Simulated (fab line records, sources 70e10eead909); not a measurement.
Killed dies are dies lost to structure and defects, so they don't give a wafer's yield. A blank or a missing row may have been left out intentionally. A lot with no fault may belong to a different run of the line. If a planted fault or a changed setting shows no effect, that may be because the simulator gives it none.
fab line records	flow nandHarc	part 1 of 2: steps 1 to 27 of 42
record lots=5	wafers=15	lastDay=33
route steps=1302 shown A_STAIRCASE@853 A_SGD_CUT@890
lots untouched by any fault: they come from a run of this same line in which no faults occurred
startH: hours from the record's opening day to when the first of the lot's shown wafers began	waitH: how many hours have passed since the lot's step before this one	" repeats the value in the row above	L1.1+2: a row that stands for several wafers	- no value present, or no start provided	* or withheld: withheld	< > ~ a bound
route shown NAME@n: NAME is a module with steps in the file, n the number in the route of the first one	usual: mean/standard deviation taken from wafers without a fault	same: alike in all rows	chamber/n: place in a boat	sites: readings site by site	_std_site: how widely they spread, as a standard deviation	_edge_site: the outer-site mean with the inner-site mean subtracted	radiusMm: how far each site lies from the wafer's centre	mask NAME#n: copy n	behind: the last tool/chamber to shape the wafer	hold: why the lot was held/for how many hours/how that ended	device: which transistor (n, p or np) failed to switch	end of line: tests of these same wafers at the route's end	a step with no rows: only its recipe	killed: not the wafer's yield, but the dies lost to structure and defects at the first sort	map: a wafer's dies, x killed, . not, _ none there
set.NAME: the setting that was run; set.NAME@STEP: the one run at that earlier step	model.NAME: the simulator's own value behind a step, which no gauge read
a table for each step, a row for each wafer; lots at some steps of the route
services: the hour from which a tool's chamber was out of use, counted from the record's first day as startH (under 0 if before that day), plus the number of hours and why
## steps
# step NHARC_A_STAIRCASE_DEP_322
# recipe targetThkA=72000	tempC=400	targetThkNm=7200	teosFlowSccm=200	rfW=500	material=SiO2
# usual heaterPowerW=635/98
lot.wafer	tool	chamber	startH	waitH	heaterPowerW
L085.3	pecvd-02	0	512.10	0.2	696
L085.1	"	1	"	"	664
L085.4	"	0	"	"	587
L086.3	pecvd-03	2	531.56	0.1	919
L086.5	"	2	"	"	759
L086.6	"	1	"	"	575
L092.2	pecvd-03	2	591.35	0.3	912
L092.4	"	0	"	"	500
L092.6	"	1	"	"	595
L094.6	pecvd-04	0	604.55	0.3	579
L094.4	"	1	"	"	617
L094.5	"	2	"	"	568
L097.1	pecvd-03	2	631.44	0.3	897
L097.4	"	0	"	"	494
L097.6	"	1	"	"	571
# step NHARC_A_STAIRCASE_ANNEAL_323
# recipe tempC=750	timeS=1800
# usual spikeTcTopC=765.4/2.9
# same timeS=1800
lot.wafer	tool	chamber	startH	waitH	spikeTcTopC
L085.1	furnace-04	0	516.41	-	761.3
L085.3	"	0	"	"	763.1
L085.4	"	0	"	"	763.5
L086.3	furnace-03	0	536.01	-	767.8
L086.5	"	0	"	"	768.7
L086.6	"	0	"	"	766.9
L092.2	furnace-03	0	598.80	-	766.7
L092.4	"	0	"	"	767.3
L092.6	"	0	"	"	768.1
L094.4	furnace-03	0	609.73	-	769.2
L094.5	"	0	"	"	768.0
L094.6	"	0	"	"	769.9
L097.1	furnace-02	0	635.20	-	766.6
L097.4	"	0	"	"	768.5
L097.6	"	0	"	"	767.8
# step NHARC_A_STAIRCASE_DEP_325
# recipe targetThkA=72000	tempC=400	targetThkNm=7200	teosFlowSccm=200	rfW=500	material=SiO2
# usual heaterPowerW=630/82
lot.wafer	tool	chamber	startH	waitH	heaterPowerW
L085.3	pecvd-02	2	519.90	0.2	597
L085.1	"	0	"	"	722
L085.4	"	1	"	"	645
L086.3	pecvd-04	2	539.39	0.1	656
L086.5	"	2	"	"	592
L086.6	"	0	"	"	570
L092.2	pecvd-04	2	602.34	0.3	660
L092.6	"	0	"	"	599
L092.4	"	1	"	"	615
L094.5	pecvd-03	0	613.42	0.3	485
L094.6	"	1	"	"	579
L094.4	"	2	"	"	722
L097.1	pecvd-02	2	638.79	0.2	589
L097.4	"	2	"	"	508
L097.6	"	2	"	"	500
# step NHARC_A_STAIRCASE_ANNEAL_326
# recipe tempC=750	timeS=1800
# usual spikeTcTopC=767.1/2.5
# same timeS=1800
lot.wafer	tool	chamber	startH	waitH	spikeTcTopC
L085.1	furnace-03	0	525.26	-	766.8
L085.3	"	0	"	"	766.2
L085.4	"	0	"	"	767.4
L086.3	furnace-02	0	544.02	-	770.1
L086.5	"	0	"	"	769.1
L086.6	"	0	"	"	769.7
L092.2	furnace-04	0	608.30	-	762.8
L092.4	"	0	"	"	764.2
L092.6	"	0	"	"	763.7
L094.4	furnace-02	0	618.33	-	767.3
L094.5	"	0	"	"	768.0
L094.6	"	0	"	"	769.0
L097.1	furnace-02	0	642.95	4.0	769.0
L097.4	"	0	"	"	768.0
L097.6	"	0	"	"	767.5
# step NHARC_A_STAIRCASE_DEHYDRATE_433
# recipe tempC=150	timeS=120
# same timeS=120
lot.wafer	tool	chamber	startH	waitH
L085.1+3+4	lithoTrack-02	0	528.61	0.1
L086.3+5+6	lithoTrack-02	0	547.40	0.1
L092.2+4+6	lithoTrack-07	0	611.71	0.1
L094.4+5+6	lithoTrack-05	0	621.67	0.1
L097.1+4+6	lithoTrack-05	0	646.36	0.1
# step NHARC_A_STAIRCASE_HMDS_434
# recipe timeS=30
# same timeS=30
lot.wafer	tool	chamber	startH	waitH
L085.1+3+4	lithoTrack-02	0	-	-
L086.3+5+6	lithoTrack-02	0	-	-
L092.2+4+6	lithoTrack-07	0	-	-
L094.4+5+6	lithoTrack-05	0	-	-
L097.1+4+6	lithoTrack-05	0	-	-
# step NHARC_A_STAIRCASE_COAT_435
# recipe spinRpm=1200
# usual spinSpeedRpm=1200.2/0.77
lot.wafer	tool	chamber	startH	waitH	spinSpeedRpm
L085.1	lithoTrack-02	0	-	-	1199.3
L085.3	"	0	"	"	1200.4
L085.4	"	0	"	"	1200.7
L086.3	lithoTrack-02	0	-	-	1200.1
L086.5	"	0	"	"	1200.4
L086.6	"	0	"	"	1200.2
L092.2	lithoTrack-07	0	-	-	1201.1
L092.4	"	0	"	"	1201.2
L092.6	"	0	"	"	1200.8
L094.4	lithoTrack-05	0	-	-	1200.3
L094.5	"	0	"	"	1200.3
L094.6	"	0	"	"	1199.5
L097.1	lithoTrack-05	0	-	-	1201.9
L097.4	"	0	"	"	1201.4
L097.6	"	0	"	"	1201.5
# step NHARC_A_STAIRCASE_SOFTBAKE_436
# recipe tempC=135	timeS=170
# same timeS=170
lot.wafer	tool	chamber	startH	waitH
L085.1+3+4	lithoTrack-02	0	-	-
L086.3+5+6	lithoTrack-02	0	-	-
L092.2+4+6	lithoTrack-07	0	-	-
L094.4+5+6	lithoTrack-05	0	-	-
L097.1+4+6	lithoTrack-05	0	-	-
# step NHARC_A_STAIRCASE_EBR_437
lot.wafer	tool	chamber	startH	waitH
L085.1+3+4	lithoTrack-02	0	-	-
L086.3+5+6	lithoTrack-02	0	-	-
L092.2+4+6	lithoTrack-07	0	-	-
L094.4+5+6	lithoTrack-05	0	-	-
L097.1+4+6	lithoTrack-05	0	-	-
# step NHARC_A_STAIRCASE_EXPOSE_438
# recipe na=0.5	doseMj=28.97	maskId=STAIR_REV
lot.wafer	tool	chamber	startH	waitH	mask
L085.1+3+4	krfScanner-02	0	528.82	-	STAIR_REV#0
L086.3+5+6	krfScanner-02	0	547.75	-	STAIR_REV#0
L092.2+4+6	krfScanner-03	0	611.92	-	STAIR_REV#0
L094.4+5+6	krfScanner-04	0	622.02	-	STAIR_REV#0
L097.1+4+6	krfScanner-04	0	646.57	-	STAIR_REV#0
# step NHARC_A_STAIRCASE_PEB_439
# recipe pebTempC=115	pebTimeS=130
lot.wafer	tool	chamber	startH	waitH
L085.1+3+4	lithoTrack-07	0	528.88	0.1
L086.3+5+6	lithoTrack-07	0	547.80	0.0
L092.2+4+6	lithoTrack-02	0	611.98	0.1
L094.4+5+6	lithoTrack-07	0	622.07	0.0
L097.1+4+6	lithoTrack-07	0	646.63	0.1
# step NHARC_A_STAIRCASE_DEVELOP_440
# recipe timeS=140
# same timeS=140
lot.wafer	tool	chamber	startH	waitH
L085.1+3+4	lithoTrack-07	0	-	-
L086.3+5+6	lithoTrack-07	0	-	-
L092.2+4+6	lithoTrack-02	0	-	-
L094.4+5+6	lithoTrack-07	0	-	-
L097.1+4+6	lithoTrack-07	0	-	-
# step NHARC_A_STAIRCASE_HARDBAKE_442
# recipe tempC=120	timeS=140
# same timeS=140
lot.wafer	tool	chamber	startH	waitH
L085.1+3+4	lithoTrack-07	0	529.10	-
L086.3+5+6	lithoTrack-02	0	548.03	-
L092.2+4+6	lithoTrack-05	0	612.20	-
L094.4+5+6	lithoTrack-02	0	622.31	-
L097.1+4+6	lithoTrack-07	0	646.85	-
# step NHARC_A_STAIRCASE_DESCUM_443
# recipe timeS=3	o2FlowSccm=200	arFlowSccm=0	biasPowerW=0	chemistry=O2
# usual drypumpMotorCurrentA=6.0/0.36	o2FlowSccm=200.1/0.56	oesProductAu=1.001/0.0097	rfVppV=57.8/0.87	showerheadPlenumPTorr=1.90/0.065	throttleValvePct=11.312/0.0088
# same biasPowerW=0	timeS=3
lot.wafer	tool	chamber	startH	waitH	drypumpMotorCurrentA	o2FlowSccm	oesProductAu	rfHoursCounterH	rfVppV	showerheadPlenumPTorr	throttleValvePct
L085.3	rieDiel-07	2	529.19	-	5.7	198.9	1.003	14	56.8	1.79	11.312
L085.1	"	3	"	"	5.9	199.7	1.012	16	57.7	1.97	11.315
L085.4	"	0	"	"	5.1	200.2	0.991	14	57.9	1.88	11.317
L086.3	rieDiel-03	0	548.13	-	6.1	200.3	1.010	28	56.8	1.88	11.308
L086.6	"	2	"	"	6.1	200.6	1.001	-	57.5	2.02	11.319
L086.5	"	3	"	"	6.2	200.5	0.997	-	59.3	1.98	11.327
L092.4	rieDiel-03	2	612.30	-	6.0	200.0	1.009	47	57.5	2.01	11.312
L092.2	"	0	"	"	6.0	199.7	1.007	51	57.1	1.87	11.320
L092.6	"	2	"	"	6.1	201.0	1.002	-	58.1	2.01	11.317
L094.5	rieDiel-01	1	622.42	-	6.5	200.8	1.003	-	57.4	1.84	11.310
L094.6	"	3	"	"	6.4	200.6	1.008	-	57.8	1.90	11.308
L094.4	"	0	"	"	5.7	201.6	0.988	-	56.6	1.89	11.309
L097.4	rieDiel-07	3	646.95	-	5.8	199.9	1.005	51	56.7	1.96	11.316
L097.1	"	0	"	"	5.1	199.5	0.999	44	57.6	1.87	11.311
L097.6	"	3	"	"	5.8	200.8	1.009	-	58.1	1.96	11.301
# step NHARC_A_STAIRCASE_ETCH_444
# recipe targetDepthA=2.04e+05	timeS=6800	c4f8FlowSccm=20	o2FlowSccm=10	arFlowSccm=withheld	rfW=600	biasW=1000	chemistry=C4F8/O2
# usual oesProductAu=0.933/0.016	rfVppV=806/3.5
# same timeS=6800
lot.wafer	tool	chamber	startH	waitH	oesProductAu	rfHoursCounterH	rfVppV
L085.4	rieDiel-07	1	529.28	0.1	0.919	13	805
L085.1	"	3	"	"	0.931	17	809
L085.3	"	0	"	"	0.927	15	806
L086.3	rieDiel-03	0	549.14	1.0	0.933	29	806
L086.6	"	2	"	"	0.932	-	814
L086.5	"	3	"	"	0.922	-	810
L092.2	rieDiel-03	2	613.32	1.0	0.924	48	812
L092.4	"	3	"	"	0.913	46	810
L092.6	"	0	"	"	0.940	-	805
L094.6	rieDiel-01	1	624.38	1.9	0.969	-	803
L094.4	"	3	"	"	0.954	-	807
L094.5	"	0	"	"	0.949	-	805
L097.4	rieDiel-07	0	647.99	1.0	0.909	45	803
L097.1	"	1	"	"	0.909	54	806
L097.6	"	3	"	"	0.914	-	809
# step NHARC_A_STAIRCASE_STRIP_446
# recipe powerW=1500	tempC=250	chemistry=O2
# usual drypumpMotorCurrentA=5.6/0.38	heaterPowerW=344/11
lot.wafer	tool	chamber	startH	waitH	drypumpMotorCurrentA	heaterPowerW	rfHoursCounterH
L085.1	plasmaAsher-01	1	533.72	0.1	5.5	332	0
L085.4	"	0	"	"	5.0	352	-
L085.3	"	1	"	"	5.5	331	-
L086.3	plasmaAsher-01	1	552.73	0.2	5.5	335	-
L086.6	"	0	"	"	5.0	348	-
L086.5	"	1	"	"	5.5	331	-
L092.2	plasmaAsher-02	0	616.77	0.0	5.8	348	1
L092.4	"	1	"	"	6.1	350	-
L092.6	"	0	"	"	5.8	346	-
L094.4	plasmaAsher-01	1	627.96	0.2	5.5	337	-
L094.6	"	0	"	"	5.0	349	-
L094.5	"	1	"	"	5.5	339	-
L097.1	plasmaAsher-02	1	651.48	0.1	6.0	349	8
L097.4	"	1	"	"	6.1	350	-
L097.6	"	0	"	"	5.8	346	-
# step NHARC_A_STAIRCASE_STRIP_447
# recipe timeS=900	tempC=130	chemistry=SPM
# same timeS=900
lot.wafer	tool	chamber	startH	waitH
L085.4+3+1	wetBench-04	0,1,5	534.03	0.2
L086.3+5+6	wetBench-04	2,4,6	552.94	0.2
L092.4+6+2	wetBench-04	3,5,7	617.12	0.2
L094.4+5+6	wetBench-05	7,0,1	628.19	0.2
L097.4+6+1	wetBench-05	3,4,5	651.80	0.2
# step NHARC_A_STAIRCASE_PRECLEAN_448
# recipe timeS=*	tempC=50	bathAgeMin=0	chemistry=SC1
# usual sc1H2o2EndMolL=0.3698/0.00074
# same timeS=*
lot.wafer	tool	chamber	startH	waitH	sc1H2o2EndMolL
L085.4	wetBench-04	0	-	-	0.3694
L085.3	"	1	"	"	0.3707
L085.1	"	5	"	"	0.3691
L086.3	wetBench-04	2	-	-	0.3700
L086.5	"	4	"	"	0.3691
L086.6	"	6	"	"	0.3706
L092.4	wetBench-04	3	-	-	0.3702
L092.6	"	5	"	"	0.3698
L092.2	"	7	"	"	0.3699
L094.4	wetBench-05	7	-	-	0.3706
L094.5	"	0	"	"	0.3697
L094.6	"	1	"	"	0.3682
L097.4	wetBench-05	3	-	-	0.3704
L097.6	"	4	"	"	0.3697
L097.1	"	5	"	"	0.3696
# step NHARC_A_STAIRCASE_SRD_449
lot.wafer	tool	chamber	startH	waitH
L085.4+3+1	wetBench-04	0,1,5	-	-
L086.3+5+6	wetBench-04	2,4,6	-	-
L092.4+6+2	wetBench-04	3,5,7	-	-
L094.4+5+6	wetBench-05	7,0,1	-	-
L097.4+6+1	wetBench-05	3,4,5	-	-
# step NHARC_A_STAIRCASE_CMP_450
# recipe targetThkNm=200	material=SiO2
# usual motorCurrentA=12.6/1.3
lot.wafer	tool	chamber	startH	waitH	motorCurrentA
L085.3	cmp-04	2	534.49	-	13.7
L085.4	"	3	"	"	11.7
L085.1	"	0	"	"	13.4
L086.3	cmp-03	2	553.40	-	14.9
L086.5	"	1	"	"	11.6
L086.6	"	2	"	"	14.6
L092.4	cmp-03	2	617.60	-	14.9
L092.2	"	3	"	"	12.4
L092.6	"	0	"	"	11.3
L094.4	cmp-04	0	628.63	-	13.6
L094.6	"	3	"	"	11.8
L094.5	"	0	"	"	14.3
L097.4	cmp-04	1	652.27	-	10.6
L097.1	"	2	"	"	13.3
L097.6	"	0	"	"	13.1
# step NHARC_A_STAIRCASE_CMP_152
# usual motorCurrentA=12.5/1.2
lot.wafer	tool	chamber	startH	waitH	motorCurrentA
L085.3	cmp-04	2	534.57	0.1	13.2
L085.4	"	3	"	"	12.0
L085.1	"	0	"	"	13.9
L086.3	cmp-03	2	553.47	0.1	13.8
L086.5	"	1	"	"	11.5
L086.6	"	2	"	"	14.2
L092.4	cmp-03	2	617.67	0.1	14.2
L092.2	"	3	"	"	13.1
L092.6	"	0	"	"	10.6
L094.4	cmp-04	0	628.71	0.1	13.4
L094.6	"	3	"	"	12.3
L094.5	"	0	"	"	12.9
L097.4	cmp-04	1	652.34	0.1	10.8
L097.1	"	2	"	"	13.9
L097.6	"	0	"	"	12.9
# step NHARC_A_STAIRCASE_SRD_154
lot.wafer	tool	chamber	startH	waitH
L085.3+4+1	wetBench-04	2,5,7	534.84	0.0
L086.6+5+3	wetBench-04	2,3,6	553.75	0.0
L092.2+4+6	wetBench-04	0,1,4	617.94	0.0
L094.5+6+4	wetBench-09	4,6,7	629.00	0.0
L097.1+6+4	wetBench-09	0,4,5	652.61	0.0
# step NHARC_A_STAIRCASE_ETCH_403
# recipe targetDepthA=1082	chemistry=dHF	material=SiO2
lot.wafer	tool	chamber	startH	waitH
L085.3+4+1	wetBench-04	2,5,7	534.87	0.0
L086.6+5+3	wetBench-04	2,3,6	553.77	0.0
L092.2+4+6	wetBench-04	0,1,4	617.96	0.0
L094.5+6+4	wetBench-09	4,6,7	629.02	0.0
L097.1+6+4	wetBench-09	0,4,5	652.63	0.0
# step NHARC_A_STAIRCASE_ETCHBACK_422
# recipe targetDepthA=400	overEtchFrac=0.3	timeS=74.286	ionEnergyEv=120	ch3fFlowSccm=50	o2FlowSccm=30	arFlowSccm=200	rfW=500	biasW=100	chemistry=CH3F/O2
# usual drypumpMotorCurrentA=6.0/0.34	o2FlowSccm=30.00/0.087	oesProductAu=0.95/0.034	rfVppV=244.1/1.3	showerheadPlenumPTorr=2.43/0.082	throttleValvePct=20.662/0.0096
# same timeS=74.286
lot.wafer	tool	chamber	startH	waitH	drypumpMotorCurrentA	o2FlowSccm	oesProductAu	rfHoursCounterH	rfVppV	showerheadPlenumPTorr	throttleValvePct
L085.4	rieDiel-01	0	535.03	0.1	5.7	30.03	0.93	44	242.8	2.44	20.658
L085.1	"	1	"	"	6.5	30.14	0.93	50	242.8	2.38	20.659
L085.3	"	2	"	"	6.0	29.96	0.92	50	242.3	2.36	20.661
L086.3	rieDiel-07	2	553.96	0.2	5.6	29.98	0.94	25	241.5	2.30	20.673
L086.5	"	3	"	"	5.9	29.90	0.94	-	245.8	2.53	20.667
L086.6	"	0	"	"	5.1	29.84	0.92	-	244.5	2.41	20.655
L092.4	rieDiel-01	3	618.16	0.2	6.5	30.07	1.02	17	244.2	2.44	20.658
L092.2	"	0	"	"	5.7	30.00	0.99	19	243.9	2.43	20.679
L092.6	"	1	"	"	6.5	29.94	1.01	-	243.1	2.37	20.654
L094.4	rieDiel-03	1	629.22	0.2	6.3	30.05	0.93	-	243.0	2.38	20.660
L094.6	"	2	"	"	6.1	30.15	0.93	-	244.9	2.57	20.663
L094.5	"	3	"	"	6.2	29.94	0.93	-	243.8	2.53	20.657
L097.1	rieDiel-03	2	652.82	0.2	6.1	30.00	1.01	1	245.9	2.57	20.659
L097.4	"	3	"	"	6.2	29.97	0.99	-	245.3	2.53	20.658
L097.6	"	1	"	"	6.3	29.86	1.00	-	242.5	2.38	20.670
# step NHARC_A_STAIRCASE_ETCH_423
# recipe targetDepthA=300	chemistry=dHF	material=SiO2
lot.wafer	tool	chamber	startH	waitH
L085.4+3+1	wetBench-04	3,5,7	535.18	0.1
L086.3+5+6	wetBench-04	7,0,1	554.11	0.1
L092.6+4+2	wetBench-09	6,0,1	618.31	0.1
L094.4+5+6	wetBench-04	2,3,6	629.35	0.1
L097.1+6+4	wetBench-04	2,4,6	652.98	0.1
# step NHARC_A_STAIRCASE_ETCHBACK_157
# recipe targetDepthA=900	overEtchFrac=0.3	timeS=167.14	ionEnergyEv=120	ch3fFlowSccm=50	o2FlowSccm=30	arFlowSccm=200	rfW=500	biasW=100	chemistry=CH3F/O2
# usual drypumpMotorCurrentA=6.0/0.35	o2FlowSccm=30.00/0.083	oesProductAu=0.959/0.03	rfVppV=243.9/1.4	showerheadPlenumPTorr=2.43/0.078	throttleValvePct=20.662/0.0091
# same timeS=167.14
lot.wafer	tool	chamber	startH	waitH	drypumpMotorCurrentA	o2FlowSccm	oesProductAu	rfHoursCounterH	rfVppV	showerheadPlenumPTorr	throttleValvePct
L085.3	rieDiel-01	3	535.37	0.2	6.5	29.92	0.961	44	243.3	2.45	20.650
L085.4	"	0	"	"	5.6	29.88	0.960	44	244.3	2.44	20.673
L085.1	"	2	"	"	6.0	29.95	0.930	50	242.6	2.36	20.670
L086.3	rieDiel-03	3	554.33	0.2	6.1	29.90	0.982	27	245.5	2.54	20.665
L086.5	"	0	"	"	6.1	29.81	0.995	-	244.1	2.41	20.660
L086.6	"	1	"	"	6.3	29.88	0.979	-	244.4	2.39	20.667
L092.2	rieDiel-03	3	618.49	0.1	6.2	30.05	0.920	47	244.4	2.53	20.679
L092.4	"	1	"	"	6.3	29.98	0.911	56	243.2	2.38	20.657
L092.6	"	3	"	"	6.2	30.02	0.926	-	245.0	2.53	20.665
L094.4	rieDiel-07	3	629.55	0.2	5.9	29.94	0.926	46	244.2	2.52	20.668
L094.6	"	3	"	"	5.9	30.04	0.920	-	245.1	2.52	20.664
L094.5	"	0	"	"	5.1	29.96	0.922	-	242.9	2.41	20.673
L097.4	rieDiel-01	1	653.33	0.3	6.5	30.04	0.938	31	242.8	2.36	20.658
L097.1	"	2	"	"	6.0	30.05	0.921	23	244.1	2.35	20.653
L097.6	"	1	"	"	6.5	30.03	0.939	-	242.3	2.36	20.686
# step NHARC_A_STAIRCASE_STRIP_475
# recipe timeS=20	o2FlowSccm=500	arFlowSccm=0	biasW=0	chemistry=O2
# usual drypumpMotorCurrentA=6.0/0.36	o2FlowSccm=500.0/1.6	oesProductAu=1.001/0.01	rfVppV=57.7/0.83	showerheadPlenumPTorr=3.49/0.1	throttleValvePct=17.036/0.0091
# same timeS=20
lot.wafer	tool	chamber	startH	waitH	drypumpMotorCurrentA	o2FlowSccm	oesProductAu	rfHoursCounterH	rfVppV	showerheadPlenumPTorr	throttleValvePct
L085.4	rieDiel-01	3	-	-	6.6	500.3	0.998	44	57.2	3.52	17.024
L085.3	"	0	"	"	5.7	499.3	1.002	44	58.2	3.51	17.035
L085.1	"	2	"	"	6.0	497.4	0.998	50	57.6	3.39	17.037
L086.3	rieDiel-03	1	-	-	6.3	498.6	0.982	32	57.6	3.44	17.055
L086.5	"	0	"	"	6.1	503.0	1.006	-	57.0	3.47	17.051
L086.6	"	1	"	"	6.3	499.3	0.983	-	58.0	3.44	17.040
L092.4	rieDiel-03	3	-	-	6.2	502.1	0.995	47	57.8	3.63	17.039
L092.2	"	0	"	"	6.1	500.4	1.011	55	58.2	3.45	17.038
L092.6	"	2	"	"	6.0	501.0	1.002	-	58.0	3.69	17.036
L094.4	rieDiel-07	1	-	-	6.0	498.0	0.988	47	57.4	3.47	17.037
L094.5	"	2	"	"	5.7	502.9	0.997	-	57.5	3.29	17.032
L094.6	"	3	"	"	5.9	501.3	1.012	-	57.1	3.61	17.051
L097.1	rieDiel-01	1	-	-	6.5	502.7	1.007	31	58.9	3.40	17.037
L097.4	"	3	"	"	6.5	499.6	1.002	33	59.2	3.49	17.023
L097.6	"	2	"	"	6.0	502.0	1.010	-	57.4	3.38	17.034
